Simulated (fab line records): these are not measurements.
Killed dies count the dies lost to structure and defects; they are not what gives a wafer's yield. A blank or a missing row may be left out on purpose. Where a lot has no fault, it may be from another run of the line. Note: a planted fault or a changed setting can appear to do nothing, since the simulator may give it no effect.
fab line records | flow n5Finfet
[record] lots = 7 wafers = 21
route steps=1938 shown BEOL_M0@721 BEOL_M1@751 BEOL_M2@848 BEOL_M3@950 BEOL_M4@1050 BEOL_M5@1119 BEOL_M6@1200
startH: hours from the record's first day to the start of the lot's first wafer shown | waitH: hours since the lot's step before | " the same as in the row above | L1.1+2: a single row standing in for several wafers | - no value, or no start given | * or withheld: withheld | < > ~ a bound
route shown NAME@n: a module of which the file shows steps, and the number in the route of the first | usual: the fault-free wafers' mean and standard deviation | same: alike in all rows | chamber/n: place in a boat | sites: per-site readings | _std_site: the values' standard deviation | _edge_site: inner sites' mean taken away from outer sites' mean | radiusMm: for every site, how far away it sits from the centre of the wafer | mask NAME#n: copy n | behind: the last tool/chamber to shape the wafer | hold: what put the lot on hold/how long, in hours/how the hold closed | device: the transistor (n, p or np) that didn't switch | end of line: at the end of the route, the tests of the same wafers | a step with no rows: only its recipe | killed: count of dies lost to structure and defects at first sort (not the wafer's yield) | map: a wafer's dies, x killed, . not, _ none there
set.NAME: the setting the step ran with; set.NAME@STEP: the setting that earlier step ran with | model.NAME: the simulator's own value behind a step, which no gauge read
one table per step and one row per wafer, for lots whose settings were changed on purpose
[[steps]]
[step N5_BEOL_M0_TRENCH_ETCH_107]
[recipe] chemistry = C4F6/O2 targetDepthA = 328 target = SiOC timeS = 16.4 ionEnergyEv = 250 pressureMtorr = 30 sourceW = 355 biasW = 185 Ar_flow_sccm = 300 C4F6_flow_sccm = 10 O2_flow_sccm = 10
// columns lot.wafer tool chamber startH waitH set.targetDepthA model.BEOL_M0.featureDepthNm
L079.1 rieDiel-05 1 146.73 0.0 328 32.6
L079.5+6 " 0,1 " " 298.6 29.6
L084.4 rieDiel-04 1 180.40 0.0 328 32.8
L084.5 " 3 " " 328 33.2
L084.6 " 2 " " 328 33
L087.2 rieDiel-04 2 201.94 0.0 328 32.8
L087.4 " 0 " " 328 33.4
L087.5 " 1 " " 328 32.2
L089.1 rieDiel-02 0 208.98 0.0 292.8 29.6
L089.3 " 1 " " 292.8 28.8
L089.6 " 3 " " 328 31.8
L091.3 rieDiel-04 2 214.70 0.0 328 33.2
L091.4 " 1 " " 317.6 31.4
L091.6 " 0 " " 328 33.4
L092.2 rieDiel-02 0 220.52 0.0 328 33.6
L092.4 " 2 " " 328 33.4
L092.6 " 1 " " 328 32.8
L093.3 rieDiel-04 1 229.77 0.0 328 32.6
L093.5 " 2 " " 328 33
L093.6 " 3 " " 328 33.2
[step N5_BEOL_M0_STRIP_142]
[recipe] chemistry = N2/H2 timeS = 10 powerW = 450 tempC = 40 pressureMtorr = 20 rfFrequencyHz = 6e+07 biasPowerW = 7 n2FlowSccm = 200 h2FlowSccm = 200
[step N5_BEOL_M0_OCD_MEAS_108]
[usual] trenchDepthNm = 32.7/0.51
// columns lot.wafer tool chamber startH waitH set.targetDepthA@BEOL_M0_TRENCH_ETCH_107 trenchDepthNm
L079.1 ocd-02 - 146.84 0.1 328 32.4
L079.5 " - " " 298.6 29.4
L079.6 " - " " 298.6 29.8
L084.4 ocd-02 - 180.51 0.1 328 33.1
L084.5 " - " " 328 33.2
L084.6 " - " " 328 33.1
L087.2 ocd-01 - 202.05 0.1 328 32.5
L087.4 " - " " 328 33.0
L087.5 " - " " 328 32.6
L089.1 ocd-01 - 209.09 0.1 292.8 29.4
L089.3 " - " " 292.8 28.7
L089.6 " - " " 328 32.0
L091.3 ocd-01 - 214.80 0.1 328 33.2
L091.4 " - " " 317.6 31.3
L091.6 " - " " 328 33.4
L092.2 ocd-02 - 220.62 0.1 328 33.8
L092.4 " - " " 328 33.9
L092.6 " - " " 328 33.0
L093.3 ocd-02 - 229.88 0.1 328 32.6
L093.5 " - " " 328 32.9
L093.6 " - " " 328 33.7
[step N5_BEOL_M1_ILD_DEP_00]
[recipe] material = SiOC targetThkA = 790 tempC = 350 precursor = DEMS/O2 pressureTorr = 5 rfW = 500 timeS = 15.3
// columns lot.wafer tool chamber startH waitH set.timeS model.SiOC_of_BEOL_M1_ILD_DEP_00.thkNm
L079.1 pecvd-01 0 149.84 0.0 15.3 77.4
L079.5 " 2 " " 15.3 80
L079.6 " 1 " " 14.19 74.6
L084.4 pecvd-02 1 184.03 0.1 15.3 79.4
L084.5 " 2 " " 17.38 89.6
L084.6 " 0 " " 15.3 79.6
L087.2 pecvd-02 1 204.84 0.0 15.3 78.2
L087.4 " 0 " " 15.3 79.4
L087.5 " 1 " " 15.3 79.2
L089.1 pecvd-02 0 212.88 0.0 15.3 78.4
L089.3 " 1 " " 14.69 74.6
L089.6 " 1 " " 14.69 74.8
L091.3+4 pecvd-02 0,1 218.70 0.1 15.3 79
L091.6 " 1 " " 15.3 78.8
L092.2 pecvd-01 2 223.80 0.0 15.3 79.8
L092.4 " 2 " " 15.3 80.4
L092.6 " 1 " " 15.3 81.4
L093.3 pecvd-02 1 234.45 0.0 16.04 82.8
L093.5 " 0 " " 16.04 82.6
L093.6 " 1 " " 15.3 79.8
[step N5_BEOL_M1_THK_MEAS_01]
[recipe] reads = SiOC_of_BEOL_M1_ILD_DEP_00
[usual] M1_ILD_THK = 78.9/0.98
// columns lot.wafer tool chamber startH waitH set.timeS@BEOL_M1_ILD_DEP_00 M1_ILD_THK[nm]
L079.1 filmMetro-02 - 149.90 0.0 15.3 77.5
L079.5 " - " " 15.3 80.0
L079.6 " - " " 14.19 74.5
L084.4 filmMetro-02 - 184.08 0.0 15.3 79.3
L084.5 " - " " 17.38 89.5
L084.6 " - " " 15.3 79.5
L087.2 filmMetro-02 - 204.92 0.1 15.3 78.2
L087.4 " - " " 15.3 79.4
L087.5 " - " " 15.3 79.2
L089.1 filmMetro-01 - 212.96 0.1 15.3 78.5
L089.3 " - " " 14.69 74.6
L089.6 " - " " 14.69 74.7
L091.3 filmMetro-02 - 218.76 0.1 15.3 79.1
L091.4 " - " " 15.3 79.1
L091.6 " - " " 15.3 78.8
L092.2 filmMetro-01 - 223.87 0.1 15.3 79.7
L092.4 " - " " 15.3 80.4
L092.6 " - " " 15.3 81.5
L093.3 filmMetro-01 - 234.51 0.1 16.04 82.8
L093.5 " - " " 16.04 82.7
L093.6 " - " " 15.3 79.7
[step N5_BEOL_M1_HM_DEP_02]
[recipe] material = TiN targetThkA = 200 tempC = 25 chamberPressurePa = 0.49996
// columns lot.wafer tool chamber startH waitH set.targetThkA model.TiN_of_BEOL_M1_HM_DEP_02.thkNm
L079.1 pvdSputter-02 - 152.30 2.3 223.1 21.8
L079.5 " - " " 223.1 22.2
L079.6 " - " " 223.1 22
L084.4+5 pvdSputter-03 - 184.81 0.7 222.5 22
L084.6 " - " " 200 19.8
L087.2+4 pvdSputter-02 - 205.78 0.8 179.4 17.6
L087.5 " - " " 200 19.6
L089.1+6 pvdSputter-03 - 215.09 2.1 209.1 20.8
L089.3 " - " " 209.1 20.6
L091.3+4 pvdSputter-02 - 219.59 0.8 200 19.8
L091.6 " - " " 215.2 21.4
L092.2+6 pvdSputter-03 - 225.26 1.3 200 19.6
L092.4 " - " " 200 19.8
L093.3 pvdSputter-01 - 234.94 0.4 185.6 18.6
L093.5 " - " " 200 20
L093.6 " - " " 200 20.2
[step N5_BEOL_M1_COAT_61]
[recipe] resist = SOC tempC = 250 timeS = 60 spinRpm = 1500 resistThkNm = 60
[step N5_BEOL_M1_COAT_62]
[recipe] resist = SiARC tempC = 220 timeS = 60 spinRpm = 1500 resistThkNm = 12
[step N5_BEOL_M1_STRIP_75]
[recipe] chemistry = N2/H2 tempC = 40 n2FlowSccm = 200 h2FlowSccm = 200 rfFrequencyHz = 6e+07
[step N5_BEOL_M1_STRIP_66]
[recipe] chemistry = CF4 resist = SiARC powerW = 300 biasPowerW = 75 pressureMtorr = 50 cf4FlowSccm = 150 rfFrequencyHz = 6e+07
[step N5_BEOL_M1_HM_OPEN_17]
[recipe] chemistry = Cl2/BCl3 targetDepthA = 200 overetchA = 60 target = TiN maskMaterial = SOC ionEnergyEv = 150 pressureMtorr = 10 icpW = 1000 biasW = 126 Cl2_flow_sccm = 53.25 bcl3FlowSccm = 21.75 Ar_flow_sccm = 25
// columns lot.wafer tool chamber startH waitH set.targetThkA@BEOL_M1_HM_DEP_02 model.etch.depthNm
L079.1 rieMetal-03 0 153.18 0.0 223.1 21.89
L079.5 " 0 " " 223.1 22.3
L079.6 " 1 " " 223.1 21.95
L084.4 rieMetal-02 0 185.60 0.1 222.5 22.01
L084.5 " 1 " " 222.5 21.97
L084.6 " 0 " " 200 19.79
L087.2 rieMetal-03 1 206.66 0.0 179.4 17.56
L087.4 " 1 " " 179.4 17.54
L087.5 " 1 " " 200 19.67
L089.1 rieMetal-03 1 216.08 0.0 209.1 20.73
L089.3 " 1 " " 209.1 20.63
L089.6 " 1 " " 209.1 20.77
L091.3 rieMetal-03 0 220.58 0.1 200 19.86
L091.4 " 1 " " 200 19.74
L091.6 " 1 " " 215.2 21.3
L092.2 rieMetal-03 1 226.34 0.0 200 19.64
L092.4 " 0 " " 200 19.77
L092.6 " 1 " " 200 19.59
L093.3 rieMetal-02 1 235.81 0.1 185.6 18.57
L093.5 " 1 " " 200 20.02
L093.6 " 0 " " 200 20.13
[step N5_BEOL_M2_COAT_05]
[recipe] resist = CAR-EUV spinRpm = 1500 resistThkNm = 30
// columns lot.wafer tool chamber startH waitH set.spinRpm model.CAR-EUV_of_BEOL_M2_COAT_05.thkNm
L079.1+6 lithoTrack-01 0 - - 1500 30
L079.5 " 0 " " 1586 29.2
L084.4 lithoTrack-01 0 - - 1500 29.8
L084.5 " 0 " " 1414 30.8
L084.6 " 0 " " 1414 31
L087.2+5 lithoTrack-03 0 - - 1500 30
L087.4 " 0 " " 1500 29.8
L089.1+6 lithoTrack-03 0 - - 1648 28.6
L089.3 " 0 " " 1500 30
L091.3+4 lithoTrack-03 0 - - 1500 30
L091.6 " 0 " " 1639 28.6
L092.2+4+6 lithoTrack-03 0 - - 1500 29.8
L093.3 lithoTrack-03 0 - - 1625 28.8
L093.5 " 0 " " 1625 28.6
L093.6 " 0 " " 1500 30
[step N5_BEOL_M2_EBR_07]
[recipe] solvent = PGMEA ebrWidthMm = 1.5
[step N5_BEOL_M2_SOFTBAKE_06]
[recipe] tempC = 110 timeS = 60 resist = CAR-EUV
[step N5_BEOL_M2_EXPOSE_08]
[recipe] maskId = M2 na = 0.33 sourceShape = dipole sigmaInner = 0.369 sigmaOuter = 0.767 polarization = unpolarized doseMj = 41.25
[step N5_BEOL_M2_PEB_09]
[recipe] pebTempC = 100 pebTimeS = 60 resist = CAR-EUV
[step N5_BEOL_M2_DEVELOP_10]
[recipe] developTimeS = 30 developer = TMAH resist = CAR-EUV rinseLiquid = surfactantRinse dry = airSpin devTempC = 23
// columns lot.wafer tool chamber startH waitH set.spinRpm@BEOL_M2_COAT_05 model.CAR-EUV_of_BEOL_M2_COAT_05.thkNm
L079.1+6 lithoTrack-01 0 - - 1500 29.4
L079.5 " 0 " " 1586 28.6
L084.4 lithoTrack-02 0 - - 1500 29.4
L084.5+6 " 0 " " 1414 30.4
L087.2 lithoTrack-03 0 - - 1500 29.6
L087.4+5 " 0 " " 1500 29.4
L089.1 lithoTrack-01 0 - - 1648 28
L089.3 " 0 " " 1500 29.6
L089.6 " 0 " " 1648 28.2
L091.3+4 lithoTrack-01 0 - - 1500 29.4
L091.6 " 0 " " 1639 28.2
L092.2+4+6 lithoTrack-01 0 - - 1500 29.4
L093.3 lithoTrack-03 0 - - 1625 28.4
L093.5 " 0 " " 1625 28.2
L093.6 " 0 " " 1500 29.4
[step N5_BEOL_M3_ETCH_64]
[recipe] chemistry = N2/H2 target = SOC targetDepthA = 750 overetchA = 150 maskMaterial = SiARC tempC = 40 timeS = 112.5 ionEnergyEv = 200 pressureMtorr = 30 sourceW = 840 biasW = 150 n2FlowSccm = 200 h2FlowSccm = 200
// columns lot.wafer tool chamber startH waitH set.timeS model.SiARC_of_BEOL_M3_COAT_62.thkNm
L079.1+6 rieDiel-03 3,2 178.51 0.0 112.5 6.8
L079.5 " 0 " " 123.2 6.4
L084.4+5+6 rieDiel-01 3,2,1 219.20 0.1 112.5 6.8
L087.2+5 rieDiel-03 1,2 239.80 0.0 112.5 6.8
L087.4 " 2 " " 127.9 6.2
L089.1+6 rieDiel-06 3 243.61 0.0 87.55 8
L089.3 " 1 " " 112.5 6.8
L091.3 rieDiel-06 1 268.26 0.0 106 7
L091.4 " 2 " " 112.5 6.8
L091.6 " 1 " " 112.5 6.6
L092.2 rieDiel-01 2 271.04 0.0 112.5 6.8
L092.4+6 " 0 " " 112.5 6.6
L093.3 rieDiel-06 3 271.75 0.0 112.5 6.8
L093.5 " 3 " " 135 5.8
L093.6 " 1 " " 112.5 6.6
[step N5_BEOL_M3_STRIP_65]
[recipe] chemistry = N2/H2 tempC = 40 n2FlowSccm = 200 h2FlowSccm = 200 rfFrequencyHz = 6e+07
[step N5_BEOL_M3_STRIP_75]
[recipe] chemistry = N2/H2 tempC = 40 n2FlowSccm = 200 h2FlowSccm = 200 rfFrequencyHz = 6e+07
[step N5_BEOL_M3_STRIP_66]
[recipe] chemistry = CF4 resist = SiARC powerW = 300 biasPowerW = 75 pressureMtorr = 50 cf4FlowSccm = 150 rfFrequencyHz = 6e+07
[step N5_BEOL_M3_HM_OPEN_17]
[recipe] chemistry = Cl2/BCl3 targetDepthA = 200 overetchA = 60 target = TiN maskMaterial = SOC ionEnergyEv = 150 pressureMtorr = 10 icpW = 1000 biasW = 126 Cl2_flow_sccm = 53.25 bcl3FlowSccm = 21.75 Ar_flow_sccm = 25
// columns lot.wafer tool chamber startH waitH set.timeS@BEOL_M3_ETCH_64 model.etch.depthNm
L079.1+6 rieMetal-02 1 178.68 0.0 112.5 19.86
L079.5 " 0 " " 123.2 19.08
L084.4 rieMetal-02 1 219.34 0.1 112.5 19.75
L084.5 " 0 " " 112.5 19.83
L084.6 " 1 " " 112.5 19.63
L087.2 rieMetal-03 0 239.97 0.0 112.5 19.57
L087.4 " 1 " " 127.9 18.24
L087.5 " 1 " " 112.5 19.54
L089.1 rieMetal-01 1 243.78 0.0 87.55 20.18
L089.3 " 0 " " 112.5 20.03
L089.6 " 0 " " 87.55 20.2
L091.3 rieMetal-01 0 268.46 0.1 106 20.17
L091.4 " 1 " " 112.5 20.14
L091.6 " 1 " " 112.5 20.07
L092.2 rieMetal-03 0 271.21 0.0 112.5 20.06
L092.4 " 1 " " 112.5 19.84
L092.6 " 1 " " 112.5 20.13
L093.3 rieMetal-02 1 271.94 0.1 112.5 19.57
L093.5 " 0 " " 135 17.51
L093.6 " 1 " " 112.5 19.46
[step N5_BEOL_M4_COAT_22]
[recipe] resist = CAR-EUV spinRpm = 1500 resistThkNm = 30
// columns lot.wafer tool chamber startH waitH set.spinRpm model.CAR-EUV_of_BEOL_M4_COAT_22.thkNm
L079.1+6 lithoTrack-03 0 - - 1616 28.8
L079.5 " 0 " " 1500 30
L084.4+6 lithoTrack-05 0 - - 1354 31.6
L084.5 " 0 " " 1500 30
L087.2 lithoTrack-05 0 - - 1633 28.6
L087.4 " 0 " " 1500 29.8
L087.5 " 0 " " 1500 30
L089.1 lithoTrack-01 0 - - 1410 30.8
L089.3 " 0 " " 1500 30
L089.6 " 0 " " 1410 31
L091.3+4 lithoTrack-01 0 - - 1500 30
L091.6 " 0 " " 1385 31.4
L092.2+4+6 lithoTrack-03 0 - - 1500 30
L093.3+6 lithoTrack-03 0 - - 1500 30
L093.5 " 0 " " 1443 30.6
[step N5_BEOL_M4_EBR_24]
[recipe] solvent = PGMEA ebrWidthMm = 1.5
[step N5_BEOL_M4_SOFTBAKE_23]
[recipe] tempC = 110 timeS = 60 resist = CAR-EUV
[step N5_BEOL_M4_EXPOSE_25]
[recipe] maskId = V3 na = 0.33 sourceShape = quasar sigmaInner = 0.2 sigmaOuter = 0.8 polarization = unpolarized defocusNm = 5 doseMj = 63
[step N5_BEOL_M4_PEB_26]
[recipe] pebTempC = 100 pebTimeS = 60 resist = CAR-EUV
[step N5_BEOL_M4_DEVELOP_27]
[recipe] developTimeS = 30 developer = TMAH resist = CAR-EUV rinseLiquid = surfactantRinse dry = airSpin devTempC = 23
// columns lot.wafer tool chamber startH waitH set.spinRpm@BEOL_M4_COAT_22 model.CAR-EUV_of_BEOL_M4_COAT_22.thkNm
L079.1 lithoTrack-03 0 - - 1616 28.4
L079.5 " 0 " " 1500 29.4
L079.6 " 0 " " 1616 28.2
L084.4+6 lithoTrack-01 0 - - 1354 31.2
L084.5 " 0 " " 1500 29.6
L087.2 lithoTrack-03 0 - - 1633 28.2
L087.4 " 0 " " 1500 29.4
L087.5 " 0 " " 1500 29.6
L089.1+6 lithoTrack-01 0 - - 1410 30.4
L089.3 " 0 " " 1500 29.6
L091.3+4 lithoTrack-01 0 - - 1500 29.6
L091.6 " 0 " " 1385 30.8
L092.2+4+6 lithoTrack-05 0 - - 1500 29.6
L093.3+6 lithoTrack-03 0 - - 1500 29.6
L093.5 " 0 " " 1443 30
[step N5_BEOL_M5_COAT_71]
[recipe] resist = underlayer tempC = 205 timeS = 60 spinRpm = 1500 resistThkNm = 5
// columns lot.wafer tool chamber startH waitH set.spinRpm
L079.1+5+6 lithoTrack-03 0 - - 1500
L084.4+5+6 lithoTrack-02 0 - - 1500
L087.2+5 lithoTrack-03 0 - - 1390
L087.4 " 0 " " 1500
L089.1+3 lithoTrack-02 0 - - 1610
L089.6 " 0 " " 1500
L092.2+4+6 lithoTrack-02 0 - - 1500
L091.3 lithoTrack-03 0 - - 1341
L091.4+6 " 0 " " 1500
L093.3+5 lithoTrack-04 0 - - 1500
L093.6 " 0 " " 1560
[step N5_BEOL_M5_ETCH_72]
[recipe] chemistry = N2/H2 target = underlayer targetDepthA = 65 maskMaterial = CAR-EUV timeS = 5.2 ionEnergyEv = 200 pressureMtorr = 30 sourceW = 840 biasW = 150 n2FlowSccm = 200 h2FlowSccm = 200 ends = cleared
[usual] rfVppV = 522.8/2.9
// columns lot.wafer tool chamber startH waitH set.biasW set.spinRpm@BEOL_M5_COAT_71 rfVppV model.etch.depthNm
L079.1 rieDiel-01 1 211.07 0.0 157.2 1500 541.9 4.971
L079.5 " 3 " " 150 1500 522.7 4.973
L079.6 " 2 " " 150 1500 523.2 4.983
L084.4 rieDiel-03 2 251.29 0.0 160.2 1500 546.9 4.993
L084.5 " 0 " " 160.2 1500 546.3 4.973
L084.6 " 1 " " 150 1500 517.9 4.993
L087.2 rieDiel-03 1 278.24 0.0 150 1390 518.6 5.194
L087.4 " 2 " " 171.2 1500 566.8 4.995
L087.5 " 0 " " 171.2 1390 567.0 5.184
L089.1 rieDiel-01 3 281.94 0.0 159.2 1610 542.1 4.82
L089.3 " 2 " " 159.2 1610 545.5 4.828
L089.6 " 3 " " 150 1500 521.0 4.998
L092.2 rieDiel-06 1 305.22 0.0 150 1500 525.4 5.016
L092.4 " 0 " " 150 1500 526.5 5.019
L092.6 " 0 " " 150 1500 524.7 5.016
L091.3 rieDiel-03 0 305.88 0.0 159.5 1341 544.5 5.267
L091.4 " 2 " " 159.5 1500 545.0 4.983
L091.6 " 3 " " 159.5 1500 542.6 4.978
L093.3 rieDiel-01 1 308.42 0.0 150 1500 526.4 5.002
L093.5 " 3 " " 133.3 1500 483.0 4.993
L093.6 " 0 " " 133.3 1560 487.0 4.89
[step N5_BEOL_M6_COAT_60]
[recipe] resist = SiARC tempC = 220 timeS = 60 spinRpm = 1500 resistThkNm = 35
// columns lot.wafer tool chamber startH waitH set.spinRpm model.SiARC_of_BEOL_M6_COAT_60.thkNm
L079.1 lithoTrack-04 0 - - 1500 35
L079.5 " 0 " " 1500 34.8
L079.6 " 0 " " 1642 33.6
L084.4 lithoTrack-04 0 - - 1500 35.2
L084.5+6 " 0 " " 1500 35
L087.2+4 lithoTrack-04 0 - - 1366 36.6
L087.5 " 0 " " 1500 34.8
L089.1+6 lithoTrack-04 0 - - 1500 35
L089.3 " 0 " " 1349 37
L092.2 lithoTrack-01 0 - - 1500 34.8
L092.4+6 " 0 " " 1500 35
L091.3+6 lithoTrack-05 0 - - 1500 35
L091.4 " 0 " " 1622 33.6
L093.3 lithoTrack-05 0 - - 1411 36
L093.5+6 " 0 " " 1500 34.8
[step N5_BEOL_M6_COAT_05]
[recipe] resist = CAR-ArF spinRpm = 1500 resistThkNm = 90
[step N5_BEOL_M6_EBR_07]
[recipe] solvent = PGMEA ebrWidthMm = 1.5
[step N5_BEOL_M6_DESCUM_16]
[recipe] chemistry = O2 timeS = 7.9 sourcePowerW = 50 biasPowerW = 20 pressureMtorr = 20 rfFrequencyHz = 2.712e+07 tempC = 40 resist = CAR-ArF o2FlowSccm = 225
[step N5_BEOL_M6_ETCH_61]
[recipe] chemistry = CF4 target = SiARC targetDepthA = 455 maskMaterial = CAR-ArF timeS = 75.8 ionEnergyEv = 80 pressureMtorr = 40 sourceW = 545 biasW = 36 Ar_flow_sccm = 100 cf4FlowSccm = 100 ends = cleared
[usual] etchRfOnTimeS = 75.7/0.94
// columns lot.wafer tool chamber startH waitH set.spinRpm@BEOL_M6_COAT_60 etchRfOnTimeS model.etch.depthNm model.CAR-ArF_of_BEOL_M6_COAT_05.thkNm
L079.1 rieDiel-02 3 223.15 0.0 1500 77.2 34.98 50.8
L079.5 " 1 " " 1500 75.7 34.9 51
L079.6 " 0 " " 1642 71.8 33.52 52.2
L084.4 rieDiel-04 1 262.47 0.0 1500 77.1 35.13 50.4
L084.5 " 1 " " 1500 77.1 35.06 50.2
L084.6 " 2 " " 1500 76.3 35.05 50.6
L087.2 rieDiel-02 3 293.54 0.0 1366 80.9 36.68 49.6
L087.4 " 2 " " 1366 78.8 36.55 49.6
L087.5 " 0 " " 1500 74.7 34.86 51.2
L089.1 rieDiel-05 1 296.72 0.0 1500 76.1 34.91 51.4
L089.3 " 3 " " 1349 79.4 36.95 49.4
L089.6 " 1 " " 1500 76.6 35 51.2
L092.2 rieDiel-02 1 318.33 0.0 1500 76.8 34.85 51
L092.4 " 3 " " 1500 77.2 35 50.8
L092.6 " 2 " " 1500 75.0 34.94 50.8
L091.3 rieDiel-05 1 318.70 0.0 1500 76.0 35 50.8
L091.4 " 2 " " 1622 72.6 33.55 52
L091.6 " 2 " " 1500 74.5 34.9 51
L093.3 rieDiel-05 1 319.88 0.0 1411 78.7 35.96 49.8
L093.5 " 0 " " 1500 75.0 34.86 51
L093.6 " 1 " " 1500 76.2 34.9 51
[[key]]
[split] step = N5_BEOL_M0_TRENCH_ETCH_107 setting = targetDepthA stated = 328 by = wafer
[response] step = N5_BEOL_M0_TRENCH_ETCH_107 reading = model.BEOL_M0.featureDepthNm change = +0.296 per = 1% r = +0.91
[response] step = N5_BEOL_M0_OCD_MEAS_108 reading = trenchDepthNm change = +0.306 per = 1% r = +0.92
[split] step = N5_BEOL_M1_ILD_DEP_00 setting = timeS stated = 15.3 by = wafer
[response] step = N5_BEOL_M1_ILD_DEP_00 reading = model.SiOC_of_BEOL_M1_ILD_DEP_00.thkNm change = +0.708 per = 1% r = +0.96
[response] step = N5_BEOL_M1_THK_MEAS_01 reading = M1_ILD_THK change = +0.717 per = 1% r = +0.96
[split] step = N5_BEOL_M1_HM_DEP_02 setting = targetThkA stated = 200 by = wafer
[response] step = N5_BEOL_M1_HM_DEP_02 reading = model.TiN_of_BEOL_M1_HM_DEP_02.thkNm change = +0.2 per = 1% r = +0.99
[response] step = N5_BEOL_M1_HM_OPEN_17 reading = model.etch.depthNm change = +0.201 per = 1% r = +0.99
[split] step = N5_BEOL_M2_COAT_05 setting = spinRpm stated = 1500 by = wafer
[response] step = N5_BEOL_M2_COAT_05 reading = model.CAR-EUV_of_BEOL_M2_COAT_05.thkNm change = -0.152 per = 1% r = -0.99
[response] step = N5_BEOL_M2_DEVELOP_10 reading = model.CAR-EUV_of_BEOL_M2_COAT_05.thkNm change = -0.143 per = 1% r = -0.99
[split] step = N5_BEOL_M3_ETCH_64 setting = timeS stated = 112.5 by = wafer
[response] step = N5_BEOL_M3_ETCH_64 reading = model.SiARC_of_BEOL_M3_COAT_62.thkNm change = -0.0485 per = 1% r = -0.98
[response] step = N5_BEOL_M3_HM_OPEN_17 reading = model.etch.depthNm shape = bent atLowest = 20.19 atStated = 19.82 atHighest = 17.51
[split] step = N5_BEOL_M4_COAT_22 setting = spinRpm stated = 1500 by = wafer
[response] step = N5_BEOL_M4_COAT_22 reading = model.CAR-EUV_of_BEOL_M4_COAT_22.thkNm change = -0.16 per = 1% r = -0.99
[response] step = N5_BEOL_M4_DEVELOP_27 reading = model.CAR-EUV_of_BEOL_M4_COAT_22.thkNm change = -0.149 per = 1% r = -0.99
[split] step = N5_BEOL_M5_COAT_71 setting = spinRpm stated = 1500 by = wafer
[response] step = N5_BEOL_M5_ETCH_72 reading = model.etch.depthNm change = -0.0261 per = 1% r = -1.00
[split] step = N5_BEOL_M5_ETCH_72 setting = biasW stated = 150 by = wafer
[response] step = N5_BEOL_M5_ETCH_72 reading = rfVppV change = +3.64 per = 1% r = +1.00
[split] step = N5_BEOL_M6_COAT_60 setting = spinRpm stated = 1500 by = wafer
[response] step = N5_BEOL_M6_COAT_60 reading = model.SiARC_of_BEOL_M6_COAT_60.thkNm change = -0.18 per = 1% r = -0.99
[response] step = N5_BEOL_M6_ETCH_61 reading = etchRfOnTimeS change = * per = 1% r = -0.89
[response] step = N5_BEOL_M6_ETCH_61 reading = model.etch.depthNm change = -0.18 per = 1% r = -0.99
[response] step = N5_BEOL_M6_ETCH_61 reading = model.CAR-ArF_of_BEOL_M6_COAT_05.thkNm change = +0.166 per = 1% r = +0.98
